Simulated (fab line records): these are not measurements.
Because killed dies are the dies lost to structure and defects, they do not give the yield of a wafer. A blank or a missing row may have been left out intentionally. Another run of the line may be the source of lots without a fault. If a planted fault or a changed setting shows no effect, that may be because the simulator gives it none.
What tool caused it? || flow nand_harc || 6 lots, 18 wafers sampled, at 5 steps of a route of 1302

== WHAT THE GAUGES SHOWED, per wafer ==
NHARC_END_SORT_01.
{"lot": "L183", "measured": "day 28 07:32", "on": "prober-01", "defect_limited_yield (%)": "92.0 91.1 92.0"}

== WHAT TOOL EACH LOT RAN ON (gives the tool, then ch and the chambers of the sampled wafers, and finally the start) ==
{"lot": "L176", "NHARC_A_M0_ANNEAL_30": "rtp_anneal-01 ch 0, day 24 03:08", "NHARC_A_M1_ETCH_28": "rie_diel-10 ch 1,2, day 24 06:22", "NHARC_A_M1_PRE_CLEAN_30": "pvd_sputter-02, day 24 07:53 or earlier", "NHARC_A_M1_CMP_23": "cmp-01 ch 1,2, day 24 07:53"}
{"lot": "L182", "NHARC_A_M0_ANNEAL_30": "rtp_anneal-01 ch 0, day 26 00:05", "NHARC_A_M1_ETCH_28": "rie_diel-05 ch 0,1,3, day 26 03:06", "NHARC_A_M1_PRE_CLEAN_30": "pvd_sputter-03, day 26 04:38 or earlier", "NHARC_A_M1_CMP_23": "cmp-01 ch 1,2,3, day 26 04:38"}
{"lot": "L183", "NHARC_A_M0_ANNEAL_30": "rtp_anneal-01 ch 0, day 26 15:44", "NHARC_A_M1_ETCH_28": "rie_diel-05 ch 0,1,2, day 26 18:35", "NHARC_A_M1_PRE_CLEAN_30": "pvd_sputter-02, day 26 20:04 or earlier", "NHARC_A_M1_CMP_23": "cmp-01 ch 2,3, day 26 20:04"}
{"lot": "L190", "NHARC_A_M0_ANNEAL_30": "rtp_anneal-02 ch 0, day 29 12:02", "NHARC_A_M1_ETCH_28": "rie_diel-05 ch 0,2, day 29 15:13", "NHARC_A_M1_PRE_CLEAN_30": "pvd_sputter-03, day 29 16:46 or earlier", "NHARC_A_M1_CMP_23": "cmp-01 ch 1,3, day 29 16:46"}
{"lot": "L192", "NHARC_A_M0_ANNEAL_30": "rtp_anneal-01 ch 0, day 30 08:43", "NHARC_A_M1_ETCH_28": "rie_diel-05 ch 1,3, day 30 11:38", "NHARC_A_M1_PRE_CLEAN_30": "pvd_sputter-02, day 30 13:08 or earlier", "NHARC_A_M1_CMP_23": "cmp-02 ch 0,2, day 30 13:08"}
{"lot": "L196", "NHARC_A_M0_ANNEAL_30": "rtp_anneal-01 ch 0, day 32 03:39", "NHARC_A_M1_ETCH_28": "rie_diel-05 ch 0,2,3, day 32 06:30", "NHARC_A_M1_PRE_CLEAN_30": "pvd_sputter-02, day 32 07:59 or earlier", "NHARC_A_M1_CMP_23": "cmp-03 ch 0,3, day 32 07:59"}
- NHARC_A_M0_ANNEAL_30: time 90 s.
- NHARC_A_M1_ETCH_28: etches the open film in CF4/N2, target depth 30 nm, time 72.99 s.
- NHARC_A_M1_PRE_CLEAN_30: time 30 s.
- NHARC_A_M1_CMP_23: polishes, t overpolish 20 s, target thk 154.34 nm.

== THE ANSWER, worked out from the rows above alone ==
Rule: what is usual is taken from the lots themselves. Put in order of their means at a reading, lots are off if they are a third of the lots or fewer, leave a main group of 4 or more, and stand apart from it by a gap of 3 or more times the standard deviation of the main group's means; of several such gaps the widest counts. The tables above print the reading to a certain number of digits; a main group whose means all agree to those digits is not used. Also off: a lot with no number at a reading for which 4 or more lots have one. Any other lot the step has rows for is counted as sound.
No lot is off at any reading shown: from this, nothing can be told.

== WHAT THE SIMULATOR HAD PUT IN ==
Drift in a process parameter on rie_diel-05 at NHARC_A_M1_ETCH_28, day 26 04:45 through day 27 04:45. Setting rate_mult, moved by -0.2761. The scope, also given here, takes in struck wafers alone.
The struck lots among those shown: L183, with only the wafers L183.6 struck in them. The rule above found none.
